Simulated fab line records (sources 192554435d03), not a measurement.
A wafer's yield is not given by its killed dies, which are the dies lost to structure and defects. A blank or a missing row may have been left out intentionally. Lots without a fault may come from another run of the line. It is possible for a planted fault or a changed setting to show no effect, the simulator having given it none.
The tool behind it: which one? || flow n5_finfet || 66 wafers from 22 lots sampled at 4 of the route's 1938 steps

## WHAT THE GAUGES SHOWED, per wafer
N5_BEOL_M11_OVL_MEAS_12. Usual: M11_OVL typically reads 0.2 nm, with standard deviation 0.83.
{"lot": "L074", "measured": "day 10 09:16", "on": "overlay-01", "M11_OVL (nm)": "-0.7 -1.5 -1.9", "flag": ""}
{"lot": "L075", "measured": "day 10 15:49", "on": "overlay-02", "M11_OVL (nm)": "2.1 0.5 0.6", "flag": ""}
{"lot": "L076", "measured": "day 11 03:05", "on": "overlay-01", "M11_OVL (nm)": "-0.9 -0.1 -1.2", "flag": ""}
{"lot": "L077", "measured": "day 11 03:15", "on": "overlay-01", "M11_OVL (nm)": "1.7 1.0 0.8", "flag": ""}
{"lot": "L078", "measured": "day 11 03:46", "on": "overlay-01", "M11_OVL (nm)": "0.6 -0.2 0.2", "flag": ""}
{"lot": "L080", "measured": "day 12 08:18", "on": "overlay-02", "M11_OVL (nm)": "-0.6 -0.8 0.2", "flag": ""}
{"lot": "L081", "measured": "day 12 13:28", "on": "overlay-01", "M11_OVL (nm)": "0.2 -1.1 -1.2", "flag": ""}
{"lot": "L083", "measured": "day 12 17:14", "on": "overlay-01", "M11_OVL (nm)": "1.3 0.2 0.0", "flag": ""}
{"lot": "L082", "measured": "day 13 12:16", "on": "overlay-02", "M11_OVL (nm)": "1.9 1.2 1.0", "flag": ""}
{"lot": "L085", "measured": "day 13 21:59", "on": "overlay-01", "M11_OVL (nm)": "0.2 1.4 1.4", "flag": ""}
{"lot": "L089", "measured": "day 14 05:06", "on": "overlay-01", "M11_OVL (nm)": "0.6 0.6 0.4", "flag": ""}
{"lot": "L086", "measured": "day 14 05:26", "on": "overlay-02", "M11_OVL (nm)": "1.0 1.3 -0.5", "flag": ""}
{"lot": "L087", "measured": "day 14 05:28", "on": "overlay-01", "M11_OVL (nm)": "0.2 0.1 0.1", "flag": ""}
{"lot": "L084", "measured": "day 14 05:38", "on": "overlay-02", "M11_OVL (nm)": "1.0 -0.1 0.8", "flag": ""}
{"lot": "L090", "measured": "day 14 05:40", "on": "overlay-01", "M11_OVL (nm)": "0.7 1.6 0.1", "flag": ""}
{"lot": "L092", "measured": "day 15 11:50", "on": "overlay-01", "M11_OVL (nm)": "0.0 0.0 0.1", "flag": ""}
{"lot": "L091", "measured": "day 15 12:04", "on": "overlay-01", "M11_OVL (nm)": "-0.7 -1.1 -0.3", "flag": ""}
{"lot": "L093", "measured": "day 15 18:41", "on": "overlay-01", "M11_OVL (nm)": "0.4 0.4 1.0", "flag": ""}
{"lot": "L094", "measured": "day 16 12:29", "on": "overlay-01", "M11_OVL (nm)": "1.6 1.6 -0.3", "flag": ""}
{"lot": "L095", "measured": "day 16 12:44", "on": "overlay-02", "M11_OVL (nm)": "-0.5 -0.2 -0.8", "flag": ""}
{"lot": "L096", "measured": "day 16 18:52", "on": "overlay-01", "M11_OVL (nm)": "-0.1 -0.2 0.0", "flag": ""}
{"lot": "L097", "measured": "day 16 20:25", "on": "overlay-01", "M11_OVL (nm)": "0.2 1.0 -0.2", "flag": ""}

## WHAT TOOL EACH LOT RAN ON (gives the tool, then ch and the chambers of the sampled wafers, and finally the start)
{"lot": "L074", "N5_BEOL_M10_ETCH_41": "rie_diel-01 ch 0,1, day 10 06:41 or earlier", "N5_BEOL_M10_CMP_52": "cmp-04 ch 1,2, day 10 06:41", "N5_BEOL_M11_CURE_71": "uv_cure-03 ch 2, day 10 07:16"}
{"lot": "L075", "N5_BEOL_M10_ETCH_41": "rie_diel-01 ch 0,1,2, day 10 13:36 or earlier", "N5_BEOL_M10_CMP_52": "cmp-01 ch 0,2, day 10 13:36", "N5_BEOL_M11_CURE_71": "uv_cure-03 ch 2, day 10 14:19"}
{"lot": "L076", "N5_BEOL_M10_ETCH_41": "rie_diel-05 ch 1,2, day 11 00:09 or earlier", "N5_BEOL_M10_CMP_52": "cmp-01 ch 0,3, day 11 00:09", "N5_BEOL_M11_CURE_71": "uv_cure-01 ch 0, day 11 00:45"}
{"lot": "L077", "N5_BEOL_M10_ETCH_41": "rie_diel-03 ch 2,3, day 11 00:24 or earlier", "N5_BEOL_M10_CMP_52": "cmp-04 ch 2,3, day 11 00:24", "N5_BEOL_M11_CURE_71": "uv_cure-02 ch 0, day 11 01:00"}
{"lot": "L078", "N5_BEOL_M10_ETCH_41": "rie_diel-05 ch 0,3, day 11 01:59 or earlier", "N5_BEOL_M10_CMP_52": "cmp-02 ch 2,3, day 11 01:59", "N5_BEOL_M11_CURE_71": "uv_cure-02 ch 1, day 11 02:38"}
{"lot": "L080", "N5_BEOL_M10_ETCH_41": "rie_diel-03 ch 0,2, day 12 02:01 or earlier", "N5_BEOL_M10_CMP_52": "cmp-04 ch 2,3, day 12 02:01", "N5_BEOL_M11_CURE_71": "uv_cure-01 ch 0, day 12 02:47"}
{"lot": "L081", "N5_BEOL_M10_ETCH_41": "rie_diel-03 ch 1,2,3, day 12 11:07 or earlier", "N5_BEOL_M10_CMP_52": "cmp-04 ch 0,2,3, day 12 11:07", "N5_BEOL_M11_CURE_71": "uv_cure-01 ch 2, day 12 11:41"}
{"lot": "L083", "N5_BEOL_M10_ETCH_41": "rie_diel-03 ch 0,1,2, day 12 15:16 or earlier", "N5_BEOL_M10_CMP_52": "cmp-01 ch 0,2,3, day 12 15:16", "N5_BEOL_M11_CURE_71": "uv_cure-03 ch 2, day 12 15:47"}
{"lot": "L082", "N5_BEOL_M10_ETCH_41": "rie_diel-03 ch 1,3, day 13 10:21 or earlier", "N5_BEOL_M10_CMP_52": "cmp-01 ch 0,3, day 13 10:21", "N5_BEOL_M11_CURE_71": "uv_cure-01 ch 2, day 13 10:56"}
{"lot": "L085", "N5_BEOL_M10_ETCH_41": "rie_diel-03 ch 1,2,3, day 13 19:08 or earlier", "N5_BEOL_M10_CMP_52": "cmp-02 ch 1,2, day 13 19:08", "N5_BEOL_M11_CURE_71": "uv_cure-01 ch 1, day 13 19:41"}
{"lot": "L089", "N5_BEOL_M10_ETCH_41": "rie_diel-01 ch 0,2, day 14 01:30 or earlier", "N5_BEOL_M10_CMP_52": "cmp-01 ch 1,2,3, day 14 01:30", "N5_BEOL_M11_CURE_71": "uv_cure-02 ch 1, day 14 02:09"}
{"lot": "L086", "N5_BEOL_M10_ETCH_41": "rie_diel-05 ch 0,1,2, day 14 01:53 or earlier", "N5_BEOL_M10_CMP_52": "cmp-04 ch 1,2,3, day 14 01:53", "N5_BEOL_M11_CURE_71": "uv_cure-03 ch 0, day 14 02:28"}
{"lot": "L087", "N5_BEOL_M10_ETCH_41": "rie_diel-05 ch 0,2,3, day 14 02:10 or earlier", "N5_BEOL_M10_CMP_52": "cmp-02 ch 0,2, day 14 02:10", "N5_BEOL_M11_CURE_71": "uv_cure-01 ch 2, day 14 03:00"}
{"lot": "L084", "N5_BEOL_M10_ETCH_41": "rie_diel-05 ch 0,1,3, day 14 02:39 or earlier", "N5_BEOL_M10_CMP_52": "cmp-04 ch 1,2,3, day 14 02:39", "N5_BEOL_M11_CURE_71": "uv_cure-03 ch 1, day 14 03:16"}
{"lot": "L090", "N5_BEOL_M10_ETCH_41": "rie_diel-01 ch 0,1,3, day 14 03:06 or earlier", "N5_BEOL_M10_CMP_52": "cmp-02 ch 2,3, day 14 03:06", "N5_BEOL_M11_CURE_71": "uv_cure-02 ch 2, day 14 03:43"}
{"lot": "L092", "N5_BEOL_M10_ETCH_41": "rie_diel-03 ch 0,1,2, day 15 09:14 or earlier", "N5_BEOL_M10_CMP_52": "cmp-01 ch 2,3, day 15 09:14", "N5_BEOL_M11_CURE_71": "uv_cure-02 ch 0, day 15 09:48"}
{"lot": "L091", "N5_BEOL_M10_ETCH_41": "rie_diel-01 ch 0,2,3, day 15 09:35 or earlier", "N5_BEOL_M10_CMP_52": "cmp-01 ch 1,2, day 15 09:35", "N5_BEOL_M11_CURE_71": "uv_cure-03 ch 2, day 15 10:11"}
{"lot": "L093", "N5_BEOL_M10_ETCH_41": "rie_diel-03 ch 0,1,2, day 15 16:38 or earlier", "N5_BEOL_M10_CMP_52": "cmp-04 ch 1,2, day 15 16:38", "N5_BEOL_M11_CURE_71": "uv_cure-03 ch 1, day 15 17:22"}
{"lot": "L094", "N5_BEOL_M10_ETCH_41": "rie_diel-05 ch 0,1,2, day 16 09:05 or earlier", "N5_BEOL_M10_CMP_52": "cmp-04 ch 0,2, day 16 09:05", "N5_BEOL_M11_CURE_71": "uv_cure-01 ch 1, day 16 09:59"}
{"lot": "L095", "N5_BEOL_M10_ETCH_41": "rie_diel-05 ch 0,1,3, day 16 09:37 or earlier", "N5_BEOL_M10_CMP_52": "cmp-02 ch 0,1, day 16 09:37", "N5_BEOL_M11_CURE_71": "uv_cure-02 ch 1, day 16 10:11"}
{"lot": "L096", "N5_BEOL_M10_ETCH_41": "rie_diel-03 ch 1,3, day 16 15:32 or earlier", "N5_BEOL_M10_CMP_52": "cmp-01 ch 1,2,3, day 16 15:32", "N5_BEOL_M11_CURE_71": "uv_cure-01 ch 2, day 16 16:17"}
{"lot": "L097", "N5_BEOL_M10_ETCH_41": "rie_diel-01 ch 1,2,3, day 16 18:47 or earlier", "N5_BEOL_M10_CMP_52": "cmp-04 ch 0,2, day 16 18:47", "N5_BEOL_M11_CURE_71": "uv_cure-02 ch 1, day 16 19:22"}
- N5_BEOL_M10_ETCH_41: etches SiCN in CH3F/O2, target depth 42.6 nm, time 86 s.
- N5_BEOL_M10_CMP_52: polishes, stops on SiCOH lowk, t overpolish 7 s, target thk 140 nm.
- N5_BEOL_M11_CURE_71: cures SiCOH lowk, time 240 s.

## WHAT THE TOOLS THEMSELVES READ (means of the sampled wafers that have a number; where no wafer has one, the mark that the record gives instead)
N5_BEOL_M10_ETCH_41. Usual: drypump_motor_current_A 5.6 A, standard deviation 0.41; oes_product_au 0.81 a.u., standard deviation 0.087; rf_vpp_V 297.9 V, standard deviation 1.8; showerhead_plenum_p_Torr 2.03 Torr, standard deviation 0.081; throttle_valve_pct 16.34 %, standard deviation 0.23.
{"lot": "L074", "tool": "rie_diel-01", "drypump_motor_current_A (A)": 5.5, "oes_product_au (a.u.)": 0.83, "rf_vpp_V (V)": 297.7, "showerhead_plenum_p_Torr (Torr)": 2.06, "throttle_valve_pct (%)": 16.46, "flag": ""}
{"lot": "L075", "tool": "rie_diel-01", "drypump_motor_current_A (A)": 5.6, "oes_product_au (a.u.)": 0.84, "rf_vpp_V (V)": 298.7, "showerhead_plenum_p_Torr (Torr)": 2.09, "throttle_valve_pct (%)": 16.48, "flag": ""}
{"lot": "L076", "tool": "rie_diel-05", "drypump_motor_current_A (A)": 5.7, "oes_product_au (a.u.)": 0.70, "rf_vpp_V (V)": 296.7, "showerhead_plenum_p_Torr (Torr)": 1.93, "throttle_valve_pct (%)": 16.47, "flag": ""}
{"lot": "L077", "tool": "rie_diel-03", "drypump_motor_current_A (A)": 5.6, "oes_product_au (a.u.)": 0.81, "rf_vpp_V (V)": 300.4, "showerhead_plenum_p_Torr (Torr)": 2.11, "throttle_valve_pct (%)": 16.26, "flag": ""}
{"lot": "L078", "tool": "rie_diel-05", "drypump_motor_current_A (A)": 5.2, "oes_product_au (a.u.)": 0.84, "rf_vpp_V (V)": 297.4, "showerhead_plenum_p_Torr (Torr)": 2.02, "throttle_valve_pct (%)": 16.08, "flag": ""}
{"lot": "L080", "tool": "rie_diel-03", "drypump_motor_current_A (A)": 5.7, "oes_product_au (a.u.)": 0.75, "rf_vpp_V (V)": 296.0, "showerhead_plenum_p_Torr (Torr)": 1.98, "throttle_valve_pct (%)": 16.61, "flag": ""}
{"lot": "L081", "tool": "rie_diel-03", "drypump_motor_current_A (A)": 5.5, "oes_product_au (a.u.)": 0.83, "rf_vpp_V (V)": 299.8, "showerhead_plenum_p_Torr (Torr)": 2.12, "throttle_valve_pct (%)": 16.24, "flag": ""}
{"lot": "L083", "tool": "rie_diel-03", "drypump_motor_current_A (A)": 5.5, "oes_product_au (a.u.)": 0.81, "rf_vpp_V (V)": 298.4, "showerhead_plenum_p_Torr (Torr)": 2.05, "throttle_valve_pct (%)": 16.41, "flag": ""}
{"lot": "L082", "tool": "rie_diel-03", "drypump_motor_current_A (A)": 5.3, "oes_product_au (a.u.)": 0.79, "rf_vpp_V (V)": 299.7, "showerhead_plenum_p_Torr (Torr)": 2.11, "throttle_valve_pct (%)": 16.32, "flag": ""}
{"lot": "L085", "tool": "rie_diel-03", "drypump_motor_current_A (A)": 5.5, "oes_product_au (a.u.)": 0.82, "rf_vpp_V (V)": 298.4, "showerhead_plenum_p_Torr (Torr)": 2.12, "throttle_valve_pct (%)": 16.26, "flag": ""}
{"lot": "L089", "tool": "rie_diel-01", "drypump_motor_current_A (A)": 5.8, "oes_product_au (a.u.)": 0.86, "rf_vpp_V (V)": 297.8, "showerhead_plenum_p_Torr (Torr)": 2.08, "throttle_valve_pct (%)": 16.41, "flag": ""}
{"lot": "L086", "tool": "rie_diel-05", "drypump_motor_current_A (A)": 5.3, "oes_product_au (a.u.)": 0.87, "rf_vpp_V (V)": 296.2, "showerhead_plenum_p_Torr (Torr)": 1.96, "throttle_valve_pct (%)": 16.22, "flag": ""}
{"lot": "L087", "tool": "rie_diel-05", "drypump_motor_current_A (A)": 5.6, "oes_product_au (a.u.)": 0.89, "rf_vpp_V (V)": 297.3, "showerhead_plenum_p_Torr (Torr)": 1.99, "throttle_valve_pct (%)": 16.09, "flag": ""}
{"lot": "L084", "tool": "rie_diel-05", "drypump_motor_current_A (A)": 5.5, "oes_product_au (a.u.)": 0.81, "rf_vpp_V (V)": 297.0, "showerhead_plenum_p_Torr (Torr)": 1.98, "throttle_valve_pct (%)": 16.18, "flag": ""}
{"lot": "L090", "tool": "rie_diel-01", "drypump_motor_current_A (A)": 5.5, "oes_product_au (a.u.)": 0.83, "rf_vpp_V (V)": 298.3, "showerhead_plenum_p_Torr (Torr)": 2.03, "throttle_valve_pct (%)": 16.29, "flag": ""}
{"lot": "L092", "tool": "rie_diel-03", "drypump_motor_current_A (A)": 5.5, "oes_product_au (a.u.)": 0.78, "rf_vpp_V (V)": 298.4, "showerhead_plenum_p_Torr (Torr)": 2.05, "throttle_valve_pct (%)": 16.46, "flag": ""}
{"lot": "L091", "tool": "rie_diel-01", "drypump_motor_current_A (A)": 5.8, "oes_product_au (a.u.)": 0.80, "rf_vpp_V (V)": 298.8, "showerhead_plenum_p_Torr (Torr)": 2.06, "throttle_valve_pct (%)": 16.38, "flag": ""}
{"lot": "L093", "tool": "rie_diel-03", "drypump_motor_current_A (A)": 5.5, "oes_product_au (a.u.)": 0.78, "rf_vpp_V (V)": 298.4, "showerhead_plenum_p_Torr (Torr)": 2.04, "throttle_valve_pct (%)": 16.47, "flag": ""}
{"lot": "L094", "tool": "rie_diel-05", "drypump_motor_current_A (A)": 5.4, "oes_product_au (a.u.)": 0.83, "rf_vpp_V (V)": 296.5, "showerhead_plenum_p_Torr (Torr)": 1.96, "throttle_valve_pct (%)": 16.25, "flag": ""}
{"lot": "L095", "tool": "rie_diel-05", "drypump_motor_current_A (A)": 5.5, "oes_product_au (a.u.)": 0.79, "rf_vpp_V (V)": 296.7, "showerhead_plenum_p_Torr (Torr)": 1.97, "throttle_valve_pct (%)": 16.22, "flag": ""}
{"lot": "L096", "tool": "rie_diel-03", "drypump_motor_current_A (A)": 5.1, "oes_product_au (a.u.)": 0.80, "rf_vpp_V (V)": 299.9, "showerhead_plenum_p_Torr (Torr)": 2.11, "throttle_valve_pct (%)": 16.34, "flag": ""}
{"lot": "L097", "tool": "rie_diel-01", "drypump_motor_current_A (A)": 5.5, "oes_product_au (a.u.)": 0.81, "rf_vpp_V (V)": 297.6, "showerhead_plenum_p_Torr (Torr)": 2.05, "throttle_valve_pct (%)": 16.36, "flag": ""}

N5_BEOL_M10_CMP_52. Usual: barrier_field_endpoint_s 29.3 s, standard deviation 0.95; motor_current_A 6.0 A, standard deviation 0.57; overpolish_run_s 7.000 s, standard deviation 0.0097; retaining_ring_pressure_frac 1.000, standard deviation 0.005; time_to_endpoint_s 68 s, standard deviation 4.2.
{"lot": "L074", "tool": "cmp-04", "barrier_field_endpoint_s (s)": 30.2, "motor_current_A (A)": 6.6, "overpolish_run_s (s)": 7.007, "retaining_ring_pressure_frac": 0.999, "time_to_endpoint_s (s)": 72, "flag": ""}
{"lot": "L075", "tool": "cmp-01", "barrier_field_endpoint_s (s)": 27.7, "motor_current_A (A)": 5.8, "overpolish_run_s (s)": 6.996, "retaining_ring_pressure_frac": 1.001, "time_to_endpoint_s (s)": 57, "flag": ""}
{"lot": "L076", "tool": "cmp-01", "barrier_field_endpoint_s (s)": 28.7, "motor_current_A (A)": 6.1, "overpolish_run_s (s)": 6.997, "retaining_ring_pressure_frac": 0.999, "time_to_endpoint_s (s)": 63, "flag": ""}
{"lot": "L077", "tool": "cmp-04", "barrier_field_endpoint_s (s)": 30.8, "motor_current_A (A)": 5.9, "overpolish_run_s (s)": 7.004, "retaining_ring_pressure_frac": 0.999, "time_to_endpoint_s (s)": 73, "flag": ""}
{"lot": "L078", "tool": "cmp-02", "barrier_field_endpoint_s (s)": 28.2, "motor_current_A (A)": 5.8, "overpolish_run_s (s)": 7.001, "retaining_ring_pressure_frac": 0.998, "time_to_endpoint_s (s)": 65, "flag": ""}
{"lot": "L080", "tool": "cmp-04", "barrier_field_endpoint_s (s)": 29.3, "motor_current_A (A)": 6.4, "overpolish_run_s (s)": 6.985, "retaining_ring_pressure_frac": 1.003, "time_to_endpoint_s (s)": 72, "flag": ""}
{"lot": "L081", "tool": "cmp-04", "barrier_field_endpoint_s (s)": 28.3, "motor_current_A (A)": 6.0, "overpolish_run_s (s)": 6.993, "retaining_ring_pressure_frac": 1.001, "time_to_endpoint_s (s)": 70, "flag": ""}
{"lot": "L083", "tool": "cmp-01", "barrier_field_endpoint_s (s)": 29.1, "motor_current_A (A)": 5.8, "overpolish_run_s (s)": 6.994, "retaining_ring_pressure_frac": 0.999, "time_to_endpoint_s (s)": 70, "flag": ""}
{"lot": "L082", "tool": "cmp-01", "barrier_field_endpoint_s (s)": 29.6, "motor_current_A (A)": 6.0, "overpolish_run_s (s)": 7.005, "retaining_ring_pressure_frac": 0.999, "time_to_endpoint_s (s)": 67, "flag": ""}
{"lot": "L085", "tool": "cmp-02", "barrier_field_endpoint_s (s)": 29.1, "motor_current_A (A)": 6.6, "overpolish_run_s (s)": 7.007, "retaining_ring_pressure_frac": 0.994, "time_to_endpoint_s (s)": 67, "flag": ""}
{"lot": "L089", "tool": "cmp-01", "barrier_field_endpoint_s (s)": 28.8, "motor_current_A (A)": 5.4, "overpolish_run_s (s)": 7.002, "retaining_ring_pressure_frac": 0.995, "time_to_endpoint_s (s)": 69, "flag": ""}
{"lot": "L086", "tool": "cmp-04", "barrier_field_endpoint_s (s)": 29.5, "motor_current_A (A)": 6.4, "overpolish_run_s (s)": 6.997, "retaining_ring_pressure_frac": 1.002, "time_to_endpoint_s (s)": 66, "flag": ""}
{"lot": "L087", "tool": "cmp-02", "barrier_field_endpoint_s (s)": 30.5, "motor_current_A (A)": 6.2, "overpolish_run_s (s)": 6.999, "retaining_ring_pressure_frac": 1.002, "time_to_endpoint_s (s)": 73, "flag": ""}
{"lot": "L084", "tool": "cmp-04", "barrier_field_endpoint_s (s)": 29.4, "motor_current_A (A)": 6.4, "overpolish_run_s (s)": 7.003, "retaining_ring_pressure_frac": 1.001, "time_to_endpoint_s (s)": 69, "flag": ""}
{"lot": "L090", "tool": "cmp-02", "barrier_field_endpoint_s (s)": 29.7, "motor_current_A (A)": 5.8, "overpolish_run_s (s)": 7.004, "retaining_ring_pressure_frac": 0.999, "time_to_endpoint_s (s)": 68, "flag": ""}
{"lot": "L092", "tool": "cmp-01", "barrier_field_endpoint_s (s)": 29.2, "motor_current_A (A)": 6.0, "overpolish_run_s (s)": 7.003, "retaining_ring_pressure_frac": 0.999, "time_to_endpoint_s (s)": 67, "flag": ""}
{"lot": "L091", "tool": "cmp-01", "barrier_field_endpoint_s (s)": 28.9, "motor_current_A (A)": 5.4, "overpolish_run_s (s)": 7.004, "retaining_ring_pressure_frac": 1.001, "time_to_endpoint_s (s)": 65, "flag": ""}
{"lot": "L093", "tool": "cmp-04", "barrier_field_endpoint_s (s)": 30.3, "motor_current_A (A)": 6.8, "overpolish_run_s (s)": 7.002, "retaining_ring_pressure_frac": 1.003, "time_to_endpoint_s (s)": 73, "flag": ""}
{"lot": "L094", "tool": "cmp-04", "barrier_field_endpoint_s (s)": 30.1, "motor_current_A (A)": 5.9, "overpolish_run_s (s)": 6.993, "retaining_ring_pressure_frac": 1.004, "time_to_endpoint_s (s)": 70, "flag": ""}
{"lot": "L095", "tool": "cmp-02", "barrier_field_endpoint_s (s)": 28.1, "motor_current_A (A)": 6.0, "overpolish_run_s (s)": 7.002, "retaining_ring_pressure_frac": 0.999, "time_to_endpoint_s (s)": 66, "flag": ""}
{"lot": "L096", "tool": "cmp-01", "barrier_field_endpoint_s (s)": 28.4, "motor_current_A (A)": 5.5, "overpolish_run_s (s)": 6.999, "retaining_ring_pressure_frac": 1.002, "time_to_endpoint_s (s)": 65, "flag": ""}
{"lot": "L097", "tool": "cmp-04", "barrier_field_endpoint_s (s)": 29.2, "motor_current_A (A)": 6.0, "overpolish_run_s (s)": 7.009, "retaining_ring_pressure_frac": 1.007, "time_to_endpoint_s (s)": 71, "flag": ""}

N5_BEOL_M11_CURE_71. Usual: lamp_power_pct 52.31 %, standard deviation 0.061; wafer_temp_C_max 386.8, standard deviation 0.7.
{"lot": "L074", "tool": "uv_cure-03", "lamp_power_pct (%)": 52.34, "wafer_temp_C_max": 386.4, "flag": ""}
{"lot": "L075", "tool": "uv_cure-03", "lamp_power_pct (%)": 52.31, "wafer_temp_C_max": 386.1, "flag": ""}
{"lot": "L076", "tool": "uv_cure-01", "lamp_power_pct (%)": 52.28, "wafer_temp_C_max": 386.6, "flag": ""}
{"lot": "L077", "tool": "uv_cure-02", "lamp_power_pct (%)": 52.33, "wafer_temp_C_max": 387.6, "flag": ""}
{"lot": "L078", "tool": "uv_cure-02", "lamp_power_pct (%)": 52.31, "wafer_temp_C_max": 386.5, "flag": ""}
{"lot": "L080", "tool": "uv_cure-01", "lamp_power_pct (%)": 52.31, "wafer_temp_C_max": 386.6, "flag": ""}
{"lot": "L081", "tool": "uv_cure-01", "lamp_power_pct (%)": 52.30, "wafer_temp_C_max": 387.1, "flag": ""}
{"lot": "L083", "tool": "uv_cure-03", "lamp_power_pct (%)": 52.31, "wafer_temp_C_max": 386.3, "flag": ""}
{"lot": "L082", "tool": "uv_cure-01", "lamp_power_pct (%)": 52.30, "wafer_temp_C_max": 387.3, "flag": ""}
{"lot": "L085", "tool": "uv_cure-01", "lamp_power_pct (%)": 52.26, "wafer_temp_C_max": 386.7, "flag": ""}
{"lot": "L089", "tool": "uv_cure-02", "lamp_power_pct (%)": 52.33, "wafer_temp_C_max": 386.6, "flag": ""}
{"lot": "L086", "tool": "uv_cure-03", "lamp_power_pct (%)": 52.32, "wafer_temp_C_max": 387.5, "flag": ""}
{"lot": "L087", "tool": "uv_cure-01", "lamp_power_pct (%)": 52.28, "wafer_temp_C_max": 387.0, "flag": ""}
{"lot": "L084", "tool": "uv_cure-03", "lamp_power_pct (%)": 52.33, "wafer_temp_C_max": 385.8, "flag": ""}
{"lot": "L090", "tool": "uv_cure-02", "lamp_power_pct (%)": 52.31, "wafer_temp_C_max": 387.2, "flag": ""}
{"lot": "L092", "tool": "uv_cure-02", "lamp_power_pct (%)": 52.26, "wafer_temp_C_max": 387.7, "flag": ""}
{"lot": "L091", "tool": "uv_cure-03", "lamp_power_pct (%)": 52.26, "wafer_temp_C_max": 386.4, "flag": ""}
{"lot": "L093", "tool": "uv_cure-03", "lamp_power_pct (%)": 52.34, "wafer_temp_C_max": 385.6, "flag": ""}
{"lot": "L094", "tool": "uv_cure-01", "lamp_power_pct (%)": 52.36, "wafer_temp_C_max": 385.8, "flag": ""}
{"lot": "L095", "tool": "uv_cure-02", "lamp_power_pct (%)": 52.32, "wafer_temp_C_max": 386.6, "flag": ""}
{"lot": "L096", "tool": "uv_cure-01", "lamp_power_pct (%)": 52.28, "wafer_temp_C_max": 387.2, "flag": ""}
{"lot": "L097", "tool": "uv_cure-02", "lamp_power_pct (%)": 52.31, "wafer_temp_C_max": 386.8, "flag": ""}

## THE ANSWER, worked out from the rows above alone
Rule: take the mean of a lot's wafers that have a number; if it is more than 3 standard deviations from the usual mean, the lot is off. Also off: a lot with no number at a reading for which 4 or more lots have one. The other lots that the step has rows for count as sound. After the gauges, taken in route order, come the tools' own readings; for these a lot's mean is taken, as printed above. At the first step where some lot is off, the reading lying furthest off is the one used; lots without a number count as furthest.
No lot is off at any reading shown: from this, nothing can be told.

## WHAT HAD BEEN PUT IN BY THE SIMULATOR
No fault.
